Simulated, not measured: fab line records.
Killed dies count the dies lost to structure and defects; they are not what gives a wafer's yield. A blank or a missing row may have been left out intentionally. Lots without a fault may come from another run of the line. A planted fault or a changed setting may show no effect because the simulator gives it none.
Matching of chambers	flow n5_finfet	N5_BEOL_M0_CUTY_ETCH_63 on rie_diel-05: 4 sister chambers
The step etches SOC in N2/H2, target depth 82.7 nm, overetch 16.5 nm, time 124 s. 8 wafers are shown with their chamber, then 10 later ones without.

EACH WAFER AND ITS CHAMBER
wafer	chamber	throttle_valve_pct (%)	drypump_motor_current_A (A)
L081.3	2	18.08	6.0
L081.6	1	17.45	5.1
L082.5	0	17.65	6.4
L083.1	1	17.46	5.1
L083.3	3	18.38	5.7
L083.4	2	18.11	5.9
L089.2	3	18.40	5.7
L089.3	0	17.67	6.5

WAFERS WITH NO CHAMBER GIVEN
wafer	throttle_valve_pct (%)	drypump_motor_current_A (A)
L089.4	17.66	6.4
L090.1	17.47	5.1
L090.3	17.67	5.9
L090.4	17.48	5.1
L091.3	17.67	5.9
L091.4	17.48	5.1
L091.5	17.68	5.9
L093.1	17.50	5.1
L093.4	17.97	5.7
L093.5	17.97	5.7

EACH ONE'S CHAMBER
wafer	from the rows above	in truth
L089.4	0	0
L090.1	1	1
L090.3	0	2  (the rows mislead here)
L090.4	1	1
L091.3	0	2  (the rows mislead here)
L091.4	1	1
L091.5	0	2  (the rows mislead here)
L093.1	1	1
L093.4	2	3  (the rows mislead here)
L093.5	2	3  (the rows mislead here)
Placed correctly: 5 of 10. From these rows, 0 cannot be placed. Number placed wrongly: 5.
How it was worked out, from the rows above alone: a wafer's distance from a chamber is the root of the sum, over the readings, of the square of ((its reading less the chamber's mean) divided by the reading's scatter). If the next closest chamber is less than 2 further off than the closest, the wafer can't be placed; otherwise it belongs to the closest. The mean given for a chamber averages the wafers shown for that chamber. The scatter: take each reading less its chamber's mean, square it, sum over the shown wafers, divide by the number of wafers less the number of chambers, and take the root.
